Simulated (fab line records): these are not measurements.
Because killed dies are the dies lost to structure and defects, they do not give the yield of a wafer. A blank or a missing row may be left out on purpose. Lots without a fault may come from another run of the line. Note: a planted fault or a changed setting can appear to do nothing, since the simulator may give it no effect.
Matching of chambers ; flow n5 finfet ; ald metal-04 running N5_BEOL_M11_ALD_74: 4 sister chambers
The step deposits TaN, target thk 2 nm, pulse time 2 s, purge time 3 s. 8 wafers are shown with their chamber, then 11 later ones without.

WAFERS WITH THEIR CHAMBER
wafer;chamber;heater power w (W);mfc carrier sccm (sccm)
L082.4;2;391;1502
L084.3;3;443;1499
L084.5;1;434;1500
L086.4;1;424;1505
L086.5;3;443;1504
L089.2;2;400;1498
L089.5;0;387;1498
L091.1;0;392;1502

WAFERS WITHOUT THEIR CHAMBER
wafer;heater power w (W);mfc carrier sccm (sccm)
L091.2;438;1507
L091.4;394;1499
L090.1;453;1496
L090.4;453;1496
L090.6;384;1501
L094.2;403;1501
L094.4;426;1509
L094.5;424;1505
L097.1;397;1491
L097.4;389;1506
L097.6;446;1505

WHICH CHAMBER EACH WENT THROUGH
wafer;from the rows above;in truth
L091.2;can't be placed: 3 or 1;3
L091.4;can't be placed: 2 or 0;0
L090.1;3;3
L090.4;3;3
L090.6;can't be placed: 0 or 2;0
L094.2;can't be placed: 2 or 0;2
L094.4;can't be placed: 1 or 3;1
L094.5;1;1
L097.1;can't be placed: 2 or 0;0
L097.4;can't be placed: 0 or 2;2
L097.6;3;3
Placed correctly: 4 of 11. Cannot be placed on the basis of these rows: 7; the candidates contain the true chamber in 7. Placed wrongly: 0.
How it was worked out, from the rows above alone: a wafer's distance from a chamber is the root of the sum, over the readings, of the square of ((its reading less the chamber's mean) divided by the reading's scatter). The wafer belongs to the nearest chamber; if the next one is less than 2 further off, it can't be placed. The mean given for a chamber averages the wafers shown for that chamber. The scatter: take each reading less its chamber's mean, square it, sum over the shown wafers, divide by the number of wafers less the number of chambers, and take the root.
